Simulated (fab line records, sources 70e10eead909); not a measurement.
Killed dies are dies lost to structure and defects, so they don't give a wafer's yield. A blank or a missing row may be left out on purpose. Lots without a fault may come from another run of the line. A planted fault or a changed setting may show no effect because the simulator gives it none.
One fault seen from 3 desks | flow nand_harc | each desk has only its own numbers; what lay behind them comes last

THE DEFECT DESK
What the inspections along the route counted, lot by lot: means of the sampled wafers that have a number. A lot is out of limits, marked OUT, if its mean lies more than 4 standard deviations from the usual mean; the brackets give that distance.
Columns: A = raw_defect_count at NHARC_P_GATE_INSPECT_28, usual 5.9
lot  | first seen here | A
L590 | day 4 18:15     | 6.0
L591 | day 4 21:24     | 6.7
L599 | day 6 18:58     | 18.3 (+4.3) OUT
L601 | day 7 18:08     | 17.3
L603 | day 8 07:11     | 6.3
L604 | day 8 07:48     | 5.7
L608 | day 9 03:56     | 6.0
L607 | day 9 04:05     | 7.0
L609 | day 9 09:59     | 11.7
L610 | day 9 17:32     | 6.0
L611 | day 9 23:46     | 9.7
L612 | day 9 23:55     | 6.0
L613 | day 10 11:02    | 5.7
This desk's finding: out of limits on L599; first on L599, day 6 18:58 (raw_defect_count at NHARC_P_GATE_INSPECT_28). In limits: L590, L591, L601, L603, L604, L608, L607, L609, L610, L611, L612, L613.

THE METROLOGY DESK
What the gauges read, lot by lot, whatever tool the lot ran on: means of the sampled wafers that have a number. A lot is out of limits, marked OUT, if its mean lies more than 4 standard deviations from the usual mean; the brackets give that distance.
Columns: A = cd_nm at NHARC_P_GATE_CD_MEAS_46, usual 720.5 nm
lot  | first seen here | A
L590 | day 5 06:12     | 719.1
L591 | day 5 09:17     | 721.6
L599 | day 7 06:39     | 722.6
L601 | day 8 06:23     | 719.8
L603 | day 8 18:52     | 719.3
L604 | day 8 19:42     | 720.1
L608 | day 9 16:03     | 718.4
L607 | day 9 16:13     | 720.2
L609 | day 9 22:14     | 719.2
L610 | day 10 05:32    | 718.7
L611 | day 10 12:01    | 722.2
L612 | day 10 13:02    | 723.3
L613 | day 10 23:09    | 720.5
This desk's finding: nothing out of limits on any of the 13 lots.

THE TOOL OWNER'S DESK: acl_dep-02
The tool's own readings at NHARC_P_GATE_HM_DEP_102 (deposits aC, target thk 120 nm): means of the sampled wafers that have a number, for each lot that ran on this tool. A lot is out of limits, marked OUT, if its mean lies more than 4 standard deviations from the usual mean; the brackets give that distance.
Columns: A = throttle_valve_pct at NHARC_P_GATE_HM_DEP_102, usual 35.000 %
lot  | first seen here | A
L590 | day 4 16:46     | 34.994
L599 | day 6 17:31     | 35.001
L601 | day 7 16:47     | 35.003
L612 | day 9 22:20     | 34.999
L613 | day 10 09:40    | 34.993
This desk's finding: nothing out of limits on any of the 5 lots.

PUT TOGETHER
The defect desk could have raised an alarm at day 6 18:58, on L599.
The metrology desk saw nothing out of limits.
The tool owner's desk saw nothing out of limits.
The metrology desk has L599 on record, within its limits.
The tool owner's desk has L599 on record, within its limits.
Of the lots named, all ran NHARC_P_GATE_HM_DEP_102 on acl_dep-02.

WHAT THE SIMULATOR HAD PUT IN
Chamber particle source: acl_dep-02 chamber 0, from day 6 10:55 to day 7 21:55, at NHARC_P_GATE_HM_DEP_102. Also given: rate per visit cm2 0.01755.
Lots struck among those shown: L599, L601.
Hours from the fault's start to each desk's first reading out of limits: the defect desk, 8.
